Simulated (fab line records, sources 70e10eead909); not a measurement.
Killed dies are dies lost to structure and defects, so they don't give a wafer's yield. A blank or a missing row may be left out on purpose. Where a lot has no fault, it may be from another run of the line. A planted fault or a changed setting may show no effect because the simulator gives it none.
Matching of chambers + flow nand_harc + NHARC_A_STAIRCASE_DEP_301 on pecvd-03 has 3 sister chambers
The step deposits SiON, target thk 30 nm. 3 wafers are shown with their chamber, then 7 later ones without.

WAFERS WITH THEIR CHAMBER
| wafer  | chamber | rf_fwd_power_W (W) |
|--------|---------|--------------------|
| L088.6 | 2       | 346.3              |
| L093.1 | 0       | 349.2              |
| L093.3 | 1       | 349.7              |

WAFERS WITH NO CHAMBER GIVEN
| wafer  | rf_fwd_power_W (W) |
|--------|--------------------|
| L093.5 | 349.0              |
| L094.1 | 347.2              |
| L094.3 | 349.0              |
| L094.6 | 346.6              |
| L096.2 | 348.7              |
| L096.4 | 349.4              |
| L096.5 | 347.8              |

WHICH CHAMBER EACH ONE RAN IN
| wafer  | from the rows above          | in truth                   |
|--------|------------------------------|----------------------------|
| L093.5 | can't be placed: 0 or 1      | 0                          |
| L094.1 | can't be placed: 2 or 0      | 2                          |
| L094.3 | can't be placed: 0 or 1      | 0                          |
| L094.6 | 2                            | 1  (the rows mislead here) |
| L096.2 | can't be placed: 0 or 1      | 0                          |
| L096.4 | can't be placed: 0 or 1      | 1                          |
| L096.5 | can't be placed: 0 or 2 or 1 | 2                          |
Correctly placed: 0 of 7. Cannot be placed on the basis of these rows: 6; the candidates contain the true chamber in 6. Placed wrongly: 1.
How it was worked out, from the rows above alone: a wafer's distance from a chamber is the root of the sum, over the readings, of the square of ((its reading less the chamber's mean) divided by the reading's scatter). If the next closest chamber is less than 2 further off than the closest, the wafer can't be placed; otherwise it belongs to the closest. The mean given for a chamber averages the wafers shown for that chamber. The scatter: root of mean squared gap, hidden wafer to nearest shown wafer, with one shown wafer a chamber.
